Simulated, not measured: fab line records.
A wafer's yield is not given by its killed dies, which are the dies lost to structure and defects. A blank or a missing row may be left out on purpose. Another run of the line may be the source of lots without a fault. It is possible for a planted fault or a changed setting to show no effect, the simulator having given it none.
Chamber matching || flow nand-harc || NHARC_A_CHANNEL_HOLE_D1_ETCH_44 on rie-diel-04: 4 sister chambers
The step etches the open film in CF4/O2, target depth 140 nm, overetch 14 nm, time 77 s. 14 wafers are shown with their chamber, then 7 later ones without.

WAFERS, EACH WITH ITS CHAMBER
{"wafer": "L248.1", "chamber": 0, "rf-vpp-V (V)": 198.0, "oes-product-au (a.u.)": 1.002, "chamber-pressure-mTorr (mTorr)": 29.975}
{"wafer": "L248.4", "chamber": 2, "rf-vpp-V (V)": 199.3, "oes-product-au (a.u.)": 0.984, "chamber-pressure-mTorr (mTorr)": 29.937}
{"wafer": "L248.5", "chamber": 1, "rf-vpp-V (V)": 198.4, "oes-product-au (a.u.)": 1.008, "chamber-pressure-mTorr (mTorr)": 30.010}
{"wafer": "L251.1", "chamber": 2, "rf-vpp-V (V)": 198.8, "oes-product-au (a.u.)": 0.984, "chamber-pressure-mTorr (mTorr)": 29.954}
{"wafer": "L251.3", "chamber": 1, "rf-vpp-V (V)": 198.6, "oes-product-au (a.u.)": 1.015, "chamber-pressure-mTorr (mTorr)": 30.008}
{"wafer": "L251.6", "chamber": 0, "rf-vpp-V (V)": 197.6, "oes-product-au (a.u.)": 1.021, "chamber-pressure-mTorr (mTorr)": 29.995}
{"wafer": "L255.1", "chamber": 3, "rf-vpp-V (V)": 195.8, "oes-product-au (a.u.)": 1.022, "chamber-pressure-mTorr (mTorr)": 29.991}
{"wafer": "L255.3", "chamber": 2, "rf-vpp-V (V)": 197.6, "oes-product-au (a.u.)": 0.994, "chamber-pressure-mTorr (mTorr)": 29.899}
{"wafer": "L255.5", "chamber": 1, "rf-vpp-V (V)": 199.2, "oes-product-au (a.u.)": 1.035, "chamber-pressure-mTorr (mTorr)": 30.020}
{"wafer": "L256.1", "chamber": 2, "rf-vpp-V (V)": 197.6, "oes-product-au (a.u.)": 0.983, "chamber-pressure-mTorr (mTorr)": 29.990}
{"wafer": "L256.2", "chamber": 3, "rf-vpp-V (V)": 195.8, "oes-product-au (a.u.)": 1.020, "chamber-pressure-mTorr (mTorr)": 30.010}
{"wafer": "L256.6", "chamber": 3, "rf-vpp-V (V)": 195.5, "oes-product-au (a.u.)": 1.030, "chamber-pressure-mTorr (mTorr)": 30.007}
{"wafer": "L263.2", "chamber": 1, "rf-vpp-V (V)": 198.1, "oes-product-au (a.u.)": 1.023, "chamber-pressure-mTorr (mTorr)": 29.983}
{"wafer": "L263.3", "chamber": 2, "rf-vpp-V (V)": 196.9, "oes-product-au (a.u.)": 0.980, "chamber-pressure-mTorr (mTorr)": 29.999}

SIGNATURES (means of the wafers above)
{"reading": "rf-vpp-V", "chamber 0": 197.800, "chamber 1": 198.575, "chamber 2": 198.040, "chamber 3": 195.700, "scatter within a chamber": 0.681}
{"reading": "oes-product-au", "chamber 0": 1.01150, "chamber 1": 1.02025, "chamber 2": 0.98500, "chamber 3": 1.02400, "scatter within a chamber": 0.00867}
{"reading": "chamber-pressure-mTorr", "chamber 0": 29.98500, "chamber 1": 30.00525, "chamber 2": 29.95580, "chamber 3": 30.00267, "scatter within a chamber": 0.0279}
Rule: for each reading, subtract the chamber's mean from the wafer's reading, divide by that reading's scatter and square the result; add these up over the readings and take the root, which gives the wafer's distance from the chamber. If the next closest chamber is less than 2 further off than the closest, the wafer can't be placed; otherwise it belongs to the closest. How the scatter is found: for the shown wafers, subtract from each reading the mean of its chamber, square and add these, divide the total by (wafers less chambers), then take the root.

WAFERS MISSING THEIR CHAMBER
{"wafer": "L263.4", "rf-vpp-V (V)": 197.9, "oes-product-au (a.u.)": 1.023, "chamber-pressure-mTorr (mTorr)": 29.998}
{"wafer": "L266.2", "rf-vpp-V (V)": 197.2, "oes-product-au (a.u.)": 1.018, "chamber-pressure-mTorr (mTorr)": 30.006}
{"wafer": "L266.4", "rf-vpp-V (V)": 198.4, "oes-product-au (a.u.)": 0.996, "chamber-pressure-mTorr (mTorr)": 30.018}
{"wafer": "L266.5", "rf-vpp-V (V)": 198.2, "oes-product-au (a.u.)": 0.987, "chamber-pressure-mTorr (mTorr)": 30.015}
{"wafer": "L270.3", "rf-vpp-V (V)": 197.5, "oes-product-au (a.u.)": 0.994, "chamber-pressure-mTorr (mTorr)": 30.004}
{"wafer": "L270.4", "rf-vpp-V (V)": 196.4, "oes-product-au (a.u.)": 1.012, "chamber-pressure-mTorr (mTorr)": 30.025}
{"wafer": "L270.5", "rf-vpp-V (V)": 197.4, "oes-product-au (a.u.)": 1.001, "chamber-pressure-mTorr (mTorr)": 30.013}

WHICH CHAMBER EACH WENT THROUGH
{"wafer": "L263.4", "from the rows above": "can't be placed: 1 or 0", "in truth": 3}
{"wafer": "L266.2", "from the rows above": "can't be placed: 0 or 1 or 3", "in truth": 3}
{"wafer": "L266.4", "from the rows above": "can't be placed: 0 or 2 or 1", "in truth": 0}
{"wafer": "L266.5", "from the rows above": "can't be placed: 2 or 0 or 1", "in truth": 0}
{"wafer": "L270.3", "from the rows above": "can't be placed: 2 or 0 or 1", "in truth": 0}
{"wafer": "L270.4", "from the rows above": "can't be placed: 3 or 0 or 1", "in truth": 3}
{"wafer": "L270.5", "from the rows above": "can't be placed: 0 or 1 or 2 or 3", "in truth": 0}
0 of 7 placed correctly. These rows do not allow placing 7 (true chamber among the candidates in 6). Placed wrongly: 0.
